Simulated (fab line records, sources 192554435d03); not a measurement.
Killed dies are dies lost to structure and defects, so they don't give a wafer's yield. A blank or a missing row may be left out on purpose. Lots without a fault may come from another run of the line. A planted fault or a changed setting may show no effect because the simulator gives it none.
fab line records | flow n5_finfet
record lots=24 wafers=72 last_day=18
route steps=1938 shown BEOL_M5@1189 BEOL_M6@1210 BEOL_M7@1276
lots that met no fault: from a run of the same line without faults
start_h: hours from the record's first day to the start of the lot's first wafer shown | wait_h: hours since the lot's step before | " the same as in the row above | L1.1+2: a row that stands for several wafers | - no value, or no start given | * or withheld: withheld | < > ~ a bound
route shown NAME@n: a module of which the file shows steps, and the number in the route of the first | usual: mean/standard deviation of fault-free wafers | same: alike in all rows | chamber/n: place in a boat | sites: the reading at each site | _std_site: their standard deviation | _edge_site: outer sites' mean less inner sites' | radius_mm: how far each site lies from the wafer's centre | mask NAME#n: copy n | behind: the tool/chamber that last shaped the wafer | hold: why the lot was held/for how many hours/how that ended | device: the transistor (n, p or np) that didn't switch | end of line: the same wafers' tests at the end of the route | a step without rows: its recipe alone | killed: dies lost to structure and defects at the first sort, not the wafer's yield | map: a wafer's dies, x killed, . not, _ none there
set.NAME: the setting as run; set.NAME@STEP: as run at that earlier step | model.NAME: the simulator's own value behind a step, which no gauge read
steps of the route over a sample of lots; a table a step, a row a wafer
services: from which hour (start_h, from the record's first day; less than 0 if before it) a tool's chamber was out of use, for how many hours, and why
## steps
# step N5_BEOL_M5_CO_CAP_78
# recipe material=Co target_thk_a=20 temp_c=200 precursor=CCTBA/H2 pressure_torr=30 time_s=102.1
# usual heater_power_w=225/18
# columns lot.wafer tool chamber start_h wait_h heater_power_w
L074.2 cvd_co-01 2 180.92 0.0 216
L074.3 " 0 " " 248
L074.5 " 0 " " 246
L075.2 cvd_co-01 0 196.34 0.0 247
L075.4 " 0 " " 252
L075.6 " 0 " " 247
L077.1 cvd_co-01 2 199.56 0.0 213
L077.2 " 0 " " 259
L077.3 " 0 " " 251
L076.3 cvd_co-02 0 203.95 0.0 220
L076.4 " 2 " " 233
L076.6 " 0 " " 224
L078.1 cvd_co-02 2 205.29 0.0 229
L078.2 " 0 " " 225
L078.5 " 2 " " 234
L079.1 cvd_co-02 2 213.82 0.0 240
L079.3 " 0 " " 216
L079.5 " 1 " " 199
L080.4 cvd_co-01 1 216.15 0.0 246
L080.5 " 2 " " 216
L080.6 " 0 " " 248
L082.3 cvd_co-02 2 227.74 0.0 229
L082.4 " 2 " " 237
L082.6 " 0 " " 216
L081.2 cvd_co-02 2 228.70 0.0 227
L081.3 " 1 " " 198
L081.4 " 0 " " 222
L084.2 cvd_co-02 0 238.68 0.0 225
L084.3 " 1 " " 200
L084.6 " 0 " " 222
L083.1 cvd_co-01 1 245.64 0.0 250
L083.4 " 1 " " 248
L083.5 " 2 " " 210
L085.3 cvd_co-01 0 254.13 0.0 250
L085.5 " 2 " " 219
L085.6 " 1 " " 249
L087.1 cvd_co-01 2 267.15 0.0 211
L087.2 " 1 " " 247
L087.5 " 1 " " 241
L088.1 cvd_co-01 0 271.72 0.0 245
L088.5 " 2 " " 212
L088.6 " 1 " " 247
L086.2 cvd_co-02 2 274.40 0.0 229
L086.3 " 1 " " 197
L086.6 " 0 " " 221
L089.1 cvd_co-02 1 279.67 0.0 201
L089.2 " 0 " " 226
L089.6 " 1 " " 203
L092.2 cvd_co-02 2 284.64 0.0 236
L092.3 " 0 " " 228
L092.6 " 2 " " 240
L090.1 cvd_co-02 0 284.90 0.0 220
L090.4 " 2 " " 236
L090.5 " 0 " " 224
L091.1 cvd_co-02 0 289.23 0.0 218
L091.4 " 0 " " 223
L091.5 " 1 " " 196
L093.2 cvd_co-02 1 301.96 0.0 200
L093.5 " 0 " " 216
L093.6 " 1 " " 199
L094.2 cvd_co-01 0 317.29 0.0 248
L094.3 " 2 " " 210
L094.4 " 1 " " 253
L095.3 cvd_co-02 2 320.30 0.0 231
L095.5 " 1 " " 203
L095.6 " 0 " " 221
L096.3 cvd_co-02 0 321.10 0.0 223
L096.4 " 0 " " 219
L096.5 " 1 " " 204
L097.2 cvd_co-02 1 324.94 0.0 198
L097.4 " 1 " " 205
L097.5 " 2 " " 240
# step N5_BEOL_M5_INSPECT_58
# recipe inspect_instrument=darkfield mode=post_dep
# usual raw_defect_count=70/22
# columns lot.wafer tool chamber start_h wait_h raw_defect_count
L074.2 defect_inspect-01 - 181.13 0.0 91
L074.3 " - " " 75
L074.5 " - " " 80
L075.2 defect_inspect-01 - 196.58 0.0 82
L075.4 " - " " 83
L075.6 " - " " 81
L077.1 defect_inspect-02 - 199.80 0.0 117
L077.2 " - " " 55
L077.3 " - " " 40
L076.3 defect_inspect-02 - 204.19 0.0 109
L076.4 " - " " 99
L076.6 " - " " 91
L078.1 defect_inspect-02 - 205.53 0.0 47
L078.2 " - " " 33
L078.5 " - " " 84
L079.1 defect_inspect-01 - 214.03 0.0 54
L079.3 " - " " 66
L079.5 " - " " 58
L080.4 defect_inspect-02 - 216.32 0.0 48
L080.5 " - " " 47
L080.6 " - " " 31
L082.3 defect_inspect-02 - 227.96 0.0 35
L082.4 " - " " 57
L082.6 " - " " 43
L081.2 defect_inspect-02 - 228.94 0.0 78
L081.3 " - " " 67
L081.4 " - " " 37
L084.2 defect_inspect-02 - 238.89 0.0 32
L084.3 " - " " 89
L084.6 " - " " 44
L083.1 defect_inspect-02 - 245.84 0.0 58
L083.4 " - " " 100
L083.5 " - " " 58
L085.3 defect_inspect-02 - 254.34 0.0 73
L085.5 " - " " 70
L085.6 " - " " 62
L087.1 defect_inspect-01 - 267.37 0.0 59
L087.2 " - " " 61
L087.5 " - " " 80
L088.1 defect_inspect-02 - 271.93 0.0 39
L088.5 " - " " 75
L088.6 " - " " 58
L086.2 defect_inspect-02 - 274.61 0.0 43
L086.3 " - " " 58
L086.6 " - " " 58
L089.1 defect_inspect-02 - 279.88 0.0 104
L089.2 " - " " 73
L089.6 " - " " 90
L092.2 defect_inspect-01 - 284.85 0.0 97
L092.3 " - " " 96
L092.6 " - " " 67
L090.1 defect_inspect-01 - 285.11 0.0 78
L090.4 " - " " 126
L090.5 " - " " 93
L091.1 defect_inspect-01 - 289.47 0.0 62
L091.4 " - " " 42
L091.5 " - " " 50
L093.2 defect_inspect-01 - 302.17 0.0 92
L093.5 " - " " 65
L093.6 " - " " 45
L094.2 defect_inspect-01 - 317.50 0.0 69
L094.3 " - " " 82
L094.4 " - " " 58
L095.3 defect_inspect-01 - 320.51 0.0 74
L095.5 " - " " 77
L095.6 " - " " 67
L096.3 defect_inspect-02 - 321.33 0.0 137
L096.4 " - " " 35
L096.5 " - " " 68
L097.2 defect_inspect-01 - 325.15 0.0 92
L097.4 " - " " 70
L097.5 " - " " 75
# step N5_BEOL_M6_DESCUM_16
# recipe chemistry=O2 time_s=7.9 source_power_w=50 bias_power_w=20 pressure_mtorr=20 rf_frequency_hz=2.712e+07 temp_c=40 resist=CAR-ArF o2_flow_sccm=225
# usual drypump_motor_current_A=5.9/0.37 oes_product_au=0.83/0.076 rf_vpp_V=243.4/1.4 showerhead_plenum_p_Torr=2.12/0.063 throttle_valve_pct=20.48/0.23
# columns lot.wafer tool chamber start_h wait_h drypump_motor_current_A oes_product_au rf_hours_counter_h rf_vpp_V showerhead_plenum_p_Torr throttle_valve_pct
L074.2 rie_diel-02 2 182.73 0.0 6.1 0.90 45 244.3 2.13 20.07
L074.3 " 1 " " 5.5 0.72 209 246.5 2.16 20.80
L074.5 " 1 " " 5.5 0.73 - 243.3 2.16 20.79
L075.2 rie_diel-01 3 199.49 0.1 5.3 0.87 33 244.9 2.24 20.66
L075.4 " 2 " " 5.9 0.69 238 245.4 2.16 20.64
L075.6 " 0 " " 6.0 0.85 - 245.7 2.22 20.38
L077.1 rie_diel-02 3 204.04 0.0 5.5 0.87 28 243.9 2.16 20.15
L077.2 " 2 " " 6.2 0.89 52 244.0 2.13 20.12
L077.3 " 1 " " 5.5 0.71 216 243.1 2.16 20.80
L076.3 rie_diel-02 2 205.96 0.0 6.2 0.87 53 244.8 2.13 20.11
L076.4 " 3 " " 5.5 0.87 28 244.4 2.16 20.16
L076.6 " 2 " " 6.2 0.87 - 243.7 2.13 20.11
L078.1 rie_diel-06 2 207.87 0.0 5.7 0.86 51 239.9 2.03 20.27
L078.2 " 0 " " 6.2 0.87 37 242.8 2.05 20.62
L078.5 " 0 " " 6.2 0.87 - 241.9 2.05 20.61
L079.1 rie_diel-06 2 217.50 0.7 5.7 0.86 55 241.5 2.03 20.28
L079.3 " 1 " " 6.5 0.90 30 243.4 2.15 20.71
L079.5 " 1 " " 6.5 0.91 - 241.6 2.15 20.70
L080.4 rie_diel-02 0 218.12 0.4 6.0 0.83 74 243.1 2.12 20.24
L080.5 " 2 " " 6.2 0.87 - 243.6 2.13 20.11
L080.6 " 1 " " 5.5 0.72 - 245.8 2.16 20.82
L082.3 rie_diel-06 3 230.31 0.0 5.4 0.67 224 242.3 2.06 20.76
L082.4 " 0 " " 6.2 0.86 43 241.5 2.04 20.62
L082.6 " 2 " " 5.7 0.85 - 243.3 2.03 20.28
L081.2 rie_diel-01 3 230.54 0.0 5.3 0.86 46 244.6 2.23 20.68
L081.3 " 1 " " 6.1 0.91 15 242.3 2.07 20.33
L081.4 " 2 " " 5.9 0.69 245 245.0 2.16 20.68
L084.2 rie_diel-06 2 242.20 0.7 5.7 0.84 63 243.3 2.03 20.29
L084.3 " 0 " " 6.2 0.86 47 242.8 2.04 20.63
L084.6 " 3 " " 5.4 0.66 - 242.3 2.06 20.77
L083.1 rie_diel-06 3 248.45 0.0 5.4 0.67 230 243.6 2.06 20.75
L083.4 " 2 " " 5.7 0.84 66 242.9 2.03 20.30
L083.5 " 2 " " 5.7 0.85 - 242.1 2.03 20.28
L085.3 rie_diel-06 1 256.13 0.0 6.5 0.88 43 243.6 2.15 20.72
L085.5 " 0 " " 6.2 0.86 - 241.5 2.04 20.64
L085.6 " 3 " " 5.4 0.67 - 240.6 2.06 20.76
L087.1 rie_diel-01 3 272.24 0.2 5.3 0.86 60 245.2 2.23 20.71
L087.2 " 0 " " 6.0 0.81 83 245.9 2.21 20.41
L087.5 " 0 " " 6.0 0.82 - 244.1 2.21 20.44
L088.1 rie_diel-01 1 273.87 0.0 6.1 0.89 31 242.8 2.06 20.34
L088.5 " 3 " " 5.3 0.85 - 245.2 2.23 20.69
L088.6 " 2 " " 5.9 1.01 - 244.0 2.16 20.34
L086.2 rie_diel-02 0 276.12 0.1 6.0 0.81 92 242.9 2.11 20.25
L086.3 " 2 " " 6.2 0.85 78 245.2 2.12 20.14
L086.6 " 2 " " 6.2 0.84 - 243.3 2.12 20.14
L089.1 rie_diel-06 3 282.69 0.0 5.3 0.66 243 242.3 2.05 20.78
L089.2 " 1 " " 6.5 0.87 52 243.9 2.14 20.74
L089.6 " 2 " " 5.7 0.83 - 241.4 2.02 20.29
L092.2 rie_diel-06 3 287.50 0.0 5.4 0.66 244 241.3 2.05 20.78
L092.3 " 2 " " 5.7 0.83 79 242.8 2.02 20.31
L092.6 " 2 " " 5.7 0.84 - 241.1 2.02 20.30
L090.1 rie_diel-06 0 287.75 0.1 6.2 0.83 64 240.9 2.04 20.66
L090.4 " 3 " " 5.4 0.65 244 241.2 2.05 20.79
L090.5 " 2 " " 5.7 0.82 - 241.2 2.02 20.32
L091.1 rie_diel-01 0 292.78 0.2 6.0 0.81 90 244.7 2.21 20.43
L091.4 " 3 " " 5.3 0.83 67 245.1 2.23 20.72
L091.5 " 2 " " 5.9 0.97 - 243.0 2.15 20.35
L093.2 rie_diel-06 1 304.63 0.0 6.5 0.86 60 244.2 2.14 20.75
L093.5 " 0 " " 6.2 0.83 - 241.1 2.04 20.67
L093.6 " 2 " " 5.7 0.83 - 241.4 2.02 20.33
L094.2 rie_diel-02 1 320.45 0.0 5.5 1.00 0 245.9 2.15 20.59
L094.3 " 2 " " 6.2 0.82 94 242.0 2.11 20.18
L094.4 " 0 " " 6.0 0.80 109 243.9 2.11 20.26
L095.3 rie_diel-01 0 322.73 0.1 6.0 0.80 103 245.1 2.21 20.47
L095.5 " 1 " " 6.1 0.85 - 241.9 2.05 20.37
L095.6 " 0 " " 6.0 0.80 - 246.0 2.21 20.44
L096.3 rie_diel-02 3 324.81 0.0 5.5 0.80 71 244.7 2.14 20.22
L096.4 " 2 " " 6.2 0.82 96 245.0 2.11 20.17
L096.5 " 1 " " 5.5 0.99 - 242.4 2.15 20.59
L097.2 rie_diel-02 1 327.26 0.0 5.5 0.99 3 243.5 2.15 20.60
L097.4 " 0 " " 6.0 0.79 111 242.6 2.11 20.29
L097.5 " 0 " " 6.0 0.79 - 244.3 2.11 20.29
# step N5_BEOL_M6_DEP_56
# recipe material=SiCN target_thk_a=100 temp_c=withheld precursor=3MS/NH3 pressure_torr=3 rf_w=202 time_s=17.5
# usual showerhead_plenum_p_Torr=3.661/0.0067 throttle_valve_pct=8.9/0.44
# columns lot.wafer tool chamber start_h wait_h showerhead_plenum_p_Torr throttle_valve_pct
L074.2 pecvd-03 0 188.58 0.0 3.647 9.3
L074.3 " 1 " " 3.665 8.5
L074.5 " 1 " " 3.668 8.7
L075.2 pecvd-03 1 205.49 0.0 3.680 8.7
L075.4 " 2 " " 3.660 8.4
L075.6 " 0 " " 3.649 9.5
L077.1 pecvd-02 2 209.17 0.0 3.659 8.3
L077.2 " 1 " " 3.669 9.2
L077.3 " 0 " " 3.661 9.0
L076.3 pecvd-03 1 210.64 0.0 3.663 9.0
L076.4 " 0 " " 3.652 9.7
L076.6 " 2 " " 3.661 8.3
L078.1 pecvd-03 0 211.26 0.0 3.651 9.5
L078.2 " 2 " " 3.669 8.3
L078.5 " 0 " " 3.654 9.4
L079.1 pecvd-02 2 222.56 0.0 3.683 8.4
L079.3 " 1 " " 3.668 9.4
L079.5 " 2 " " 3.657 8.3
L080.4 pecvd-03 2 223.43 0.0 3.670 8.4
L080.5 " 1 " " 3.662 9.1
L080.6 " 2 " " 3.667 8.5
L081.2 pecvd-02 2 235.78 0.0 3.661 8.4
L081.3 " 0 " " 3.657 9.2
L081.4 " 0 " " 3.663 9.0
L082.3 pecvd-02 0 237.72 0.0 3.654 8.7
L082.4 " 2 " " 3.665 8.6
L082.6 " 1 " " 3.668 9.6
L084.2 pecvd-04 1 246.08 0.0 3.669 9.0
L084.3 " 0 " " 3.657 9.3
L084.6 " 0 " " 3.659 9.0
L083.1 pecvd-04 2 254.41 0.0 3.648 8.7
L083.4 " 2 " " 3.658 8.4
L083.5 " 1 " " 3.670 9.1
L085.3 pecvd-02 2 262.10 0.0 3.669 8.7
L085.5 " 1 " " 3.665 9.5
L085.6 " 0 " " 3.663 8.9
L088.1 pecvd-04 0 280.54 0.0 3.658 9.2
L088.5 " 1 " " 3.668 8.9
L088.6 " 0 " " 3.659 9.2
L086.2 pecvd-03 0 282.37 0.0 3.649 9.4
L086.3 " 1 " " 3.660 8.9
L086.6 " 2 " " 3.666 8.7
L087.1 pecvd-03 0 282.55 0.0 3.656 9.2
L087.2 " 2 " " 3.661 8.2
L087.5 " 2 " " 3.668 8.3
L089.1 pecvd-04 2 288.16 0.0 3.656 8.6
L089.2 " 1 " " 3.663 9.0
L089.6 " 1 " " 3.665 9.0
L090.1 pecvd-02 0 293.10 0.0 3.664 9.2
L090.4 " 2 " " 3.676 8.5
L090.5 " 0 " " 3.664 9.1
L092.2 pecvd-04 0 293.46 0.0 3.648 9.4
L092.3 " 2 " " 3.660 8.5
L092.6 " 0 " " 3.652 9.5
L091.1 pecvd-03 0 299.45 0.0 3.662 9.6
L091.4 " 0 " " 3.651 9.6
L091.5 " 2 " " 3.658 8.6
L093.2 pecvd-02 1 311.05 0.0 3.660 9.6
L093.5 " 0 " " 3.655 9.2
L093.6 " 2 " " 3.665 8.5
L095.3 pecvd-04 0 327.29 0.0 3.662 9.1
L095.5 " 2 " " 3.661 8.3
L095.6 " 0 " " 3.661 8.9
L094.2 pecvd-02 0 328.55 0.0 3.655 9.0
L094.3 " 2 " " 3.669 8.3
L094.4 " 2 " " 3.680 8.5
L096.3 pecvd-02 0 329.99 0.0 3.665 8.9
L096.4 " 0 " " 3.659 9.2
L096.5 " 1 " " 3.654 9.5
L097.2 pecvd-03 0 331.12 0.0 3.645 9.7
L097.4 " 1 " " 3.660 8.9
L097.5 " 2 " " 3.671 8.5
# step N5_BEOL_M7_CD_MEAS_11
# recipe target_cd_nm=38.5 landing_energy_ev=500 detector=se_inlens polarity=opening
# usual cd_nm=38.7/0.52
# columns lot.wafer tool chamber start_h wait_h cd_nm
L074.2 cd_sem-02 0 190.60 - 38.4
L074.3 " 0 " " 39.1
L074.5 " 0 " " 39.3
L075.2 cd_sem-02 0 207.96 - 38.5
L075.4 " 0 " " 38.3
L075.6 " 0 " " 38.6
L077.1 cd_sem-02 0 210.36 - 38.7
L077.2 " 0 " " 38.3
L077.3 " 0 " " 38.0
L076.3 cd_sem-02 0 212.73 - 39.5
L076.4 " 0 " " 39.2
L076.6 " 0 " " 38.6
L078.1 cd_sem-03 0 213.03 - 38.5
L078.2 " 0 " " 38.3
L078.5 " 0 " " 39.1
L079.1 cd_sem-03 0 227.46 - 38.9
L079.3 " 0 " " 39.1
L079.5 " 0 " " 38.4
L080.4 cd_sem-01 0 227.50 - 38.3
L080.5 " 0 " " 38.6
L080.6 " 0 " " 38.7
L081.2 cd_sem-01 0 238.26 - 37.6
L081.3 " 0 " " 38.4
L081.4 " 0 " " 38.7
L082.3 cd_sem-02 0 239.32 - 38.1
L082.4 " 0 " " 38.7
L082.6 " 0 " " 38.0
L084.2 cd_sem-03 0 248.45 - 39.0
L084.3 " 0 " " 38.9
L084.6 " 0 " " 38.7
L083.1 cd_sem-01 0 256.09 - 39.7
L083.4 " 0 " " 38.8
L083.5 " 0 " " 39.6
L085.3 cd_sem-01 0 267.42 - 38.7
L085.5 " 0 " " 38.6
L085.6 " 0 " " 38.6
L088.1 cd_sem-02 0 283.04 - 38.3
L088.5 " 0 " " 38.2
L088.6 " 0 " " 38.1
L086.2 cd_sem-01 0 284.20 - 38.2
L086.3 " 0 " " 38.0
L086.6 " 0 " " 38.2
L087.1 cd_sem-02 0 284.36 - 37.3
L087.2 " 0 " " 38.1
L087.5 " 0 " " 37.6
L089.1 cd_sem-01 0 289.52 - 37.9
L089.2 " 0 " " 39.3
L089.6 " 0 " " 38.6
L090.1 cd_sem-03 0 295.87 - 39.2
L090.4 " 0 " " 39.0
L090.5 " 0 " " 39.1
L092.2 cd_sem-03 0 296.04 - 39.7
L092.3 " 0 " " 39.4
L092.6 " 0 " " 39.7
L091.1 cd_sem-02 0 301.34 - 39.4
L091.4 " 0 " " 38.8
L091.5 " 0 " " 38.5
L093.2 cd_sem-02 0 314.37 - 39.8
L093.5 " 0 " " 39.7
L093.6 " 0 " " 39.9
L095.3 cd_sem-03 0 329.80 - 38.6
L095.5 " 0 " " 38.5
L095.6 " 0 " " 38.3
L094.2 cd_sem-01 0 330.16 - 39.2
L094.3 " 0 " " 39.5
L094.4 " 0 " " 38.6
L096.3 cd_sem-01 0 333.07 - 39.0
L096.4 " 0 " " 38.3
L096.5 " 0 " " 39.1
L097.2 cd_sem-02 0 333.23 - 39.0
L097.4 " 0 " " 38.6
L097.5 " 0 " " 38.9
# step N5_BEOL_M7_ETCH_62
# recipe chemistry=N2/H2 target=SOC target_depth_a=1100 overetch_a=220 mask_material=SiARC temp_c=40 time_s=165 ion_energy_ev=200 pressure_mtorr=30 source_w=840 bias_w=150 n2_flow_sccm=200 h2_flow_sccm=200
# usual drypump_motor_current_A=5.6/0.45 oes_product_au=0.68/0.066 rf_vpp_V=523.9/2.6 showerhead_plenum_p_Torr=2.54/0.093 throttle_valve_pct=17.8/0.31
# columns lot.wafer tool chamber start_h wait_h drypump_motor_current_A oes_product_au rf_hours_counter_h rf_vpp_V showerhead_plenum_p_Torr throttle_valve_pct
L074.2 rie_diel-03 1 191.66 0.0 4.9 0.80 7 525.4 2.63 17.9
L074.3 " 3 " " 5.9 0.76 27 527.1 2.56 17.4
L074.5 " 3 " " 5.9 0.76 - 524.8 2.56 17.4
L075.2 rie_diel-05 3 208.14 0.0 5.5 0.69 86 523.9 2.55 17.8
L075.4 " 2 " " 5.7 0.63 147 522.9 2.54 18.1
L075.6 " 0 " " 6.1 0.77 - 523.4 2.50 17.4
L077.1 rie_diel-05 1 210.66 0.0 5.5 0.63 175 520.5 2.41 17.5
L077.2 " 0 " " 6.1 0.77 36 522.0 2.50 17.5
L077.3 " 2 " " 5.8 0.62 148 524.6 2.54 18.0
L076.3 rie_diel-04 1 213.04 0.0 5.0 0.57 245 522.7 2.48 17.8
L076.4 " 3 " " 5.4 0.72 44 527.7 2.71 17.4
L076.6 " 1 " " 5.1 0.57 - 522.3 2.48 17.8
L078.1 rie_diel-03 0 213.32 0.0 5.8 0.61 185 526.0 2.64 18.3
L078.2 " 3 " " 5.9 0.75 34 524.8 2.56 17.5
L078.5 " 0 " " 5.8 0.61 - 527.0 2.64 18.3
L079.1 rie_diel-04 3 227.64 0.0 5.4 0.71 47 527.6 2.71 17.4
L079.3 " 1 " " 5.0 0.57 248 522.9 2.48 17.8
L079.5 " 2 " " 5.0 0.63 - 519.9 2.43 17.9
L080.4 rie_diel-05 3 227.68 0.0 5.4 0.68 91 524.9 2.55 17.8
L080.5 " 0 " " 6.1 0.76 - 524.0 2.50 17.5
L080.6 " 3 " " 5.4 0.69 - 522.3 2.55 17.9
L081.2 rie_diel-03 0 238.44 0.0 5.8 0.60 193 525.9 2.64 18.3
L081.3 " 1 " " 4.9 0.77 22 526.7 2.62 17.9
L081.4 " 3 " " 5.9 0.73 42 525.6 2.55 17.5
L082.3 rie_diel-03 2 239.49 0.0 6.0 0.59 234 520.3 2.41 17.9
L082.4 " 3 " " 5.8 0.73 42 525.8 2.56 17.5
L082.6 " 0 " " 5.8 0.60 - 527.3 2.64 18.3
L084.2 rie_diel-03 3 248.77 0.0 5.9 0.73 46 526.0 2.55 17.5
L084.3 " 2 " " 6.0 0.59 238 521.0 2.40 17.9
L084.6 " 3 " " 5.9 0.73 - 526.3 2.55 17.5
L083.1 rie_diel-04 0 256.27 0.0 6.3 0.70 69 522.8 2.48 18.1
L083.4 " 2 " " 5.0 0.62 198 521.9 2.43 17.9
L083.5 " 3 " " 5.4 0.70 - 529.0 2.70 17.4
L085.3 rie_diel-04 2 267.60 0.0 5.0 0.62 201 520.7 2.43 17.9
L085.5 " 0 " " 6.3 0.69 - 522.4 2.48 18.1
L085.6 " 3 " " 5.4 0.70 - 527.3 2.70 17.4
L088.1 rie_diel-03 1 283.22 0.0 4.9 0.75 36 525.1 2.61 18.0
L088.5 " 2 " " 6.0 0.59 - 518.9 2.40 17.9
L088.6 " 1 " " 4.9 0.75 - 526.6 2.61 18.0
L086.2 rie_diel-03 3 284.45 0.0 5.9 0.71 56 524.9 2.55 17.5
L086.3 " 2 " " 6.0 0.58 250 520.4 2.40 17.9
L086.6 " 0 " " 5.8 0.59 - 526.1 2.63 18.3
L087.1 rie_diel-05 1 284.58 0.0 5.5 0.61 191 522.1 2.41 17.5
L087.2 " 0 " " 6.1 0.74 56 521.6 2.49 17.5
L087.5 " 2 " " 5.8 0.61 - 524.5 2.53 18.1
L089.1 rie_diel-04 3 289.70 0.0 5.4 0.70 67 527.6 2.70 17.4
L089.2 " 2 " " 5.0 0.61 208 520.4 2.42 18.0
L089.6 " 0 " " 6.3 0.69 - 520.9 2.48 18.1
L090.1 rie_diel-04 2 296.05 0.0 5.0 0.61 210 521.4 2.42 17.9
L090.4 " 3 " " 5.4 0.69 69 528.1 2.70 17.4
L090.5 " 2 " " 5.0 0.61 - 520.1 2.42 18.0
L092.2 rie_diel-03 0 296.22 0.0 5.8 0.60 211 526.1 2.63 18.3
L092.3 " 3 " " 6.0 0.71 61 524.6 2.55 17.5
L092.6 " 0 " " 5.7 0.60 - 527.5 2.63 18.3
L091.1 rie_diel-05 0 301.82 0.0 6.1 0.73 64 524.8 2.49 17.5
L091.4 " 0 " " 6.1 0.73 - 522.9 2.49 17.5
L091.5 " 1 " " 5.5 0.61 - 519.7 2.40 17.5
L093.2 rie_diel-04 0 314.79 0.0 6.2 0.68 86 521.3 2.47 18.1
L093.5 " 1 " " 5.0 0.75 - 522.6 2.47 17.4
L093.6 " 0 " " 6.3 0.68 - 521.8 2.47 18.1
L095.3 rie_diel-04 3 329.98 0.0 5.4 0.68 80 527.8 2.69 17.4
L095.5 " 3 " " 5.4 0.68 - 527.1 2.69 17.5
L095.6 " 2 " " 5.0 0.61 - 520.6 2.42 18.0
L094.2 rie_diel-03 1 330.57 0.0 4.9 0.73 53 525.7 2.61 18.0
L094.3 " 3 " " 5.9 0.70 73 524.2 2.54 17.5
L094.4 " 2 " " 6.0 0.82 7 529.3 2.72 17.5
L096.3 rie_diel-04 2 333.54 0.0 5.0 0.61 218 519.5 2.42 18.0
L096.4 " 3 " " 5.4 0.68 82 528.6 2.69 17.4
L096.5 " 0 " " 6.3 0.67 - 520.8 2.47 18.1
L097.2 rie_diel-03 3 333.65 0.0 5.9 0.70 74 525.8 2.54 17.5
L097.4 " 2 " " 6.0 0.82 8 528.3 2.72 17.5
L097.5 " 3 " " 5.9 0.70 - 523.8 2.54 17.5
## services
# columns tool chamber start_h hours kind
rie_diel-03 2 161.67 4.7 repair
rie_diel-02 2 171.75 5.4 repair
rie_diel-01 - 189.34 0.3 repair
cvd_co-01 1 192.58 13.5 repair
pecvd-03 - 195.49 2.4 repair
rie_diel-04 - 199.56 1.0 repair
cvd_co-02 - 206.63 3.8 pm
rie_diel-01 2 218.92 9.9 repair
rie_diel-02 0 219.88 3.8 repair
cvd_co-01 - 223.22 0.9 repair
rie_diel-05 - 243.98 0.4 repair
rie_diel-05 1 248.26 8.4 repair
rie_diel-01 2 254.45 7.3 repair
rie_diel-05 - 265.91 4.3 pm
rie_diel-05 - 283.06 1.3 repair
rie_diel-03 2 284.87 - clean
rie_diel-03 2 284.87 - consumable_replace:focus_ring
rie_diel-03 2 284.87 - consumable_replace:showerhead
rie_diel-03 2 284.87 22.5 scheduled_down
rie_diel-03 2 284.87 22.5 vent_cycle
rie_diel-06 3 303.32 - clean
cvd_co-01 - 303.57 0.7 repair
rie_diel-04 2 310.40 11.5 repair
rie_diel-01 2 315.73 7.1 repair
## key
fault none
